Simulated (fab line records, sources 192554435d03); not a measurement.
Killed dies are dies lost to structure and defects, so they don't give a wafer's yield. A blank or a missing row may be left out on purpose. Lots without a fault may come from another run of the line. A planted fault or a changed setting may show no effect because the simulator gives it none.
Chamber matching | flow n5_finfet | N5_BEOL_M5_ILD_DEP_00 on pecvd-04: 3 sister chambers
The step deposits SiCOH lowk from DEMS/porogen, target thk 140.64 nm, time 25.9 s. 6 wafers are shown with their chamber, then 11 later ones without.

WAFERS WITH THEIR CHAMBER
wafer  | chamber | heater_power_w (W) | showerhead_plenum_p_Torr (Torr)
L083.6 | 0       | 149                | 5.752
L087.5 | 2       | 199                | 5.696
L088.1 | 1       | 368                | 5.745
L088.4 | 1       | 375                | 5.745
L088.5 | 0       | 167                | 5.746
L091.1 | 2       | 242                | 5.704

WAFERS WITHOUT THEIR CHAMBER
wafer  | heater_power_w (W) | showerhead_plenum_p_Torr (Torr)
L091.4 | 356                | 5.754
L091.5 | 243                | 5.691
L092.2 | 209                | 5.695
L092.4 | 208                | 5.697
L092.6 | 340                | 5.749
L097.1 | 152                | 5.747
L097.2 | 394                | 5.728
L097.3 | 392                | 5.749
L095.3 | 185                | 5.738
L095.5 | 210                | 5.689
L095.6 | 179                | 5.776

WHICH CHAMBER EACH WENT THROUGH
wafer  | from the rows above | in truth
L091.4 | 1                   | 1
L091.5 | 2                   | 2
L092.2 | 2                   | 2
L092.4 | 2                   | 2
L092.6 | 1                   | 1
L097.1 | 0                   | 0
L097.2 | 1                   | 1
L097.3 | 1                   | 1
L095.3 | 0                   | 0
L095.5 | 2                   | 2
L095.6 | 0                   | 0
Placed correctly: 11 of 11. Can't be placed from these rows: 0. Placed wrongly: 0.
How it was worked out, from the rows above alone: a wafer's distance from a chamber is the root of the sum, over the readings, of the square of ((its reading less the chamber's mean) divided by the reading's scatter). The wafer belongs to the nearest chamber; if the next one is less than 2 further off, it can't be placed. A chamber's mean is the mean of its shown wafers. The scatter: the root of (the sum of the squares of (reading less its chamber's mean) over the shown wafers, divided by (wafers less chambers)).
